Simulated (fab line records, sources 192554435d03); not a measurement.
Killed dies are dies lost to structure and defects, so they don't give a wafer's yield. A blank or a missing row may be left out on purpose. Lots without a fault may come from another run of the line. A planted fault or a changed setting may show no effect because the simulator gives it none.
A struck lot beside a sound one | flow n5_finfet | 37 steps out of a route of 1938
Sound: wafers L609.3, L609.4, L609.6. Struck: wafers L622.1, L622.4, L622.5. The cause comes at the end.
At each step with rows: each side's tool, then ch and its chambers, then its first start. Under that, the readings that differ: sound wafers | struck wafers | difference of the means | sigmas: that difference in standard deviations of wafers without a fault.
alike: readings whose means differ by less than 2 such deviations, and words and numbers that are the same on both sides. not compared: withheld readings, readings that some wafer has no value for, bounds like >300 that may hide the same value, and numbers for which the record gives no deviation and whose values overlap.
The two part at a step that has a row with sigmas, a row that says differs or no value, or rows on one side only. Numbers that don't overlap but have no deviation are shown without sigmas and don't part them. A reading that every wafer of one side lacks parts them only if that side has two wafers or more.

first, 11 steps without rows for these wafers: N5_BEOL_M7_ETCH_66 (etches SOC in N2/H2, target depth 80 nm, overetch 16 nm, time 120 s); N5_BEOL_M7_STRIP_69 (strips in N2/H2); N5_BEOL_M7_STRIP_73 (strips in N2/H2); N5_BEOL_M7_VIA_ETCH_34 (etches SiCOH lowk in C4F6/O2, target depth 125.5 nm, time 50.5 s); N5_BEOL_M7_STRIP_76 (strips in C4F6/O2); N5_BEOL_M7_STRIP_36 (strips in N2/H2); N5_BEOL_M7_TRENCH_ETCH_37 (etches SiCOH lowk in C4F6/O2, target depth 93.478 nm, time 31.2 s); N5_BEOL_M7_ETCH_41 (etches SiCN in CH3F/O2, target depth 31.9 nm, time 57.8 s); N5_BEOL_M7_STRIP_80 (strips in N2/H2, time 10 s); N5_BEOL_M7_HM_STRIP_39 (strips TiN in peroxide tin strip, target depth 25 nm, time 158 s); N5_BEOL_M7_SRD_40 (time 30 s).
N5_BEOL_M7_PRECLEAN_42: cleans in residue remover, time 60 s.
  sound on wet_bench-01 ch 1,4,7, day 9 09:23; struck on wet_bench-01 ch 1,2,3, day 13 05:20
then, 24 steps without rows for these wafers: N5_BEOL_M7_SRD_43 (time 30 s); N5_BEOL_M7_CURE_75 (cures SiCOH lowk, time 120 s); N5_BEOL_M7_DEGAS_44 (time 60 s); N5_BEOL_M7_PRE_CLEAN_45 (time 30 s); N5_BEOL_M7_ALD_77 (deposits TaN, target thk 2 nm, pulse time 2 s, purge time 3 s); N5_BEOL_M7_SURFACE_TREAT_79; N5_BEOL_M7_CVD_78 (deposits Co from CCTBA/H2, target thk 2 nm, time 142.3 s); N5_BEOL_M7_SPUTTER_48 (material Cu, target thk 10 nm, time 1.667 s); N5_BEOL_M7_ECD_50 (material Cu, target thk 300 nm); N5_BEOL_M7_ANNEAL_51 (time 90 s); N5_BEOL_M7_CMP_52 (polishes, stops on SiCOH lowk, t overpolish 6.9 s, target thk 80 nm); N5_BEOL_M7_PRE_CLEAN_55 (time 15 s); N5_BEOL_M7_DEP_56 (deposits SiCN from 3MS/NH3, target thk 10 nm, time 17.5 s); N5_BEOL_M8_ILD_DEP_00 (deposits SiCOH lowk from DEMS/porogen, target thk 179.75 nm, time 33.4 s); N5_BEOL_M8_CURE_74 (cures SiCOH lowk, time 240 s); N5_BEOL_M8_PECVD_70 (deposits SiO2 from TEOS/O2, target thk 20 nm, time 22.7 s); N5_BEOL_M8_HM_DEP_02 (deposits TiN, target thk 20 nm); N5_BEOL_M8_COAT_59 (time 60 s, resist thk 100 nm); N5_BEOL_M8_COAT_60 (time 60 s, resist thk 35 nm); N5_BEOL_M8_COAT_05 (resist thk 90 nm); N5_BEOL_M8_EBR_07; N5_BEOL_M8_SOFTBAKE_06 (time 60 s); N5_BEOL_M8_EXPOSE_08 (exposes mask M8); N5_BEOL_M8_PEB_09 (peb time 60 s).
-- the record jumps here: 4 days lie between the struck wafers' starts before and after (it left off in module BEOL_M8 and takes up again in module PASSIVATION, whose first step shown is number 1936 of the route) --
N5_PASSIVATION_PROBE_49:
  the record has rows for the struck wafers here (prober-02, day 17 01:44) and none for the sound ones

WHERE THEY PART
Only at N5_PASSIVATION_PROBE_49, within this record.

WHY: what the simulator had put in
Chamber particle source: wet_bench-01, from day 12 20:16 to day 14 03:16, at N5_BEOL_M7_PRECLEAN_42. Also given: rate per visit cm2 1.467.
